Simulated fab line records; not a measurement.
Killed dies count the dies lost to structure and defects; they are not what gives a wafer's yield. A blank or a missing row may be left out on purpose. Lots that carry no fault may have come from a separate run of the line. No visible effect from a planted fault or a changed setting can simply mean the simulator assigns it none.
Chamber matching	flow n5_finfet	ald_sin-01 running N5_STI_FIN_REVEAL_ALD_00: 4 sister chambers
The step deposits SiO2, target thk 1 nm, pulse time 1 s. 8 wafers are shown with their chamber, then 11 later ones without.

WAFERS WITH THEIR CHAMBER
wafer	chamber	heater_power_w (W)	precursor_pulse_height_rel
L086.4	1	499	1.020
L088.3	2	467	0.982
L088.4	3	462	0.996
L088.5	0	517	1.044
L090.2	1	502	1.005
L090.5	0	514	0.996
L090.6	3	461	0.972
L091.2	2	473	0.980

WAFERS MISSING THEIR CHAMBER
wafer	heater_power_w (W)	precursor_pulse_height_rel
L091.5	491	0.994
L091.6	521	0.970
L092.1	467	1.004
L092.2	510	1.002
L092.5	524	0.988
L093.3	523	0.956
L093.4	502	1.008
L093.6	505	0.956
L094.3	520	1.008
L094.4	465	1.011
L094.5	471	0.996

WHICH CHAMBER EACH ONE RAN IN
wafer	from the rows above	in truth
L091.5	1	1
L091.6	0	0
L092.1	can't be placed: 2 or 3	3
L092.2	can't be placed: 0 or 1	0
L092.5	0	0
L093.3	0	0
L093.4	1	1
L093.6	can't be placed: 1 or 0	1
L094.3	0	0
L094.4	can't be placed: 3 or 2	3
L094.5	2	2
Correct placement for 7 of the 11. Unplaceable from these rows: 4, with the true chamber sitting among the candidates in 4. 0 placed wrongly.
How it was worked out, from the rows above alone: a wafer's distance from a chamber is the root of the sum, over the readings, of the square of ((its reading less the chamber's mean) divided by the reading's scatter). The wafer belongs to the nearest chamber; if the next one is less than 2 further off, it can't be placed. A chamber's mean is the mean of its shown wafers. How the scatter is found: for the shown wafers, subtract from each reading the mean of its chamber, square and add these, divide the total by (wafers less chambers), then take the root.
